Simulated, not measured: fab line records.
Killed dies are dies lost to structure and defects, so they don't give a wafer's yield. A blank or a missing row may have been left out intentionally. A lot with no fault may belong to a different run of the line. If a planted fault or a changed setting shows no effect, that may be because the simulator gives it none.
Which tool was responsible? ; flow nandHarc ; 18 wafers from 6 lots sampled at 4 of the route's 1302 steps

## WHAT THE GAUGES READ, wafer by wafer
NHARC_P_STI_CD_MEAS_09 targets a cd of 200 nm.
lot;measured;on;cdNm (nm)
L879;day 3 16:26;cdSem-03;201.5 202.2 200.0
L881;day 4 11:03;cdSem-02;204.1 202.3 204.0
L883;day 5 08:46;cdSem-01;198.6 197.0 193.5
L886;day 6 13:57;cdSem-01;198.1 204.1 199.6
L888;day 7 11:11;cdSem-01;196.8 201.5 198.2
L899;day 12 00:01;cdSem-03;199.7 196.3 202.4

## WHICH TOOL RAN EACH LOT (tool, then ch and the chambers of the sampled wafers, then the start)
lot;NHARC_P_ZERO_WELL_ETCH_65;NHARC_P_ZERO_WELL_DESCUM_54;NHARC_P_STI_EXPOSE_06
L879;rieDiel-11 ch 0,2,3, day 2 17:35;rieDiel-11 ch 0,3, day 2 21:54;krfScanner-01 ch 0, day 3 16:17
L881;rieDiel-11 ch 0,2,3, day 3 13:29;rieDiel-09 ch 0,1,2, day 3 18:10;krfScanner-04 ch 0, day 4 10:54
L883;rieDiel-09 ch 0,2, day 4 09:29;rieDiel-13 ch 0,2,3, day 4 13:43;krfScanner-03 ch 0, day 5 08:37
L886;rieDiel-13 ch 0,2,3, day 5 15:58;rieDiel-09 ch 0,2,3, day 5 20:35;krfScanner-04 ch 0, day 6 13:48
L888;rieDiel-13 ch 2,3, day 6 11:29;rieDiel-13 ch 0,1,2, day 6 15:49;krfScanner-01 ch 0, day 7 11:02
L899;rieDiel-09 ch 1,2,3, day 11 01:29;rieDiel-13 ch 0,2, day 11 06:01;krfScanner-03 ch 0, day 11 23:52
- NHARC_P_ZERO_WELL_ETCH_65: etches the open film in N2/H2, target depth 80 nm, overetch 24 nm, time 87.88 s.
- NHARC_P_ZERO_WELL_DESCUM_54: chemistry O2, time 3 s.
- NHARC_P_STI_EXPOSE_06: exposes mask P STI, target cd 200 nm.

## THE ANSWER, worked out from the rows above alone
Rule: the lots themselves supply what counts as usual. Put in order of their means at a reading, lots are off if they are a third of the lots or fewer, leave a main group of 4 or more, and stand apart from it by a gap of 3 or more times the standard deviation of the main group's means; of several such gaps the widest counts. A main group is skipped when, at the precision printed for the reading in the tables above, its means are all equal. A lot without any number at a reading at which 4 lots or more have one is off too. All remaining lots with rows at the step are treated as sound.
No lot is off at any reading shown: from this, nothing can be told.

## WHAT THE SIMULATOR PUT IN
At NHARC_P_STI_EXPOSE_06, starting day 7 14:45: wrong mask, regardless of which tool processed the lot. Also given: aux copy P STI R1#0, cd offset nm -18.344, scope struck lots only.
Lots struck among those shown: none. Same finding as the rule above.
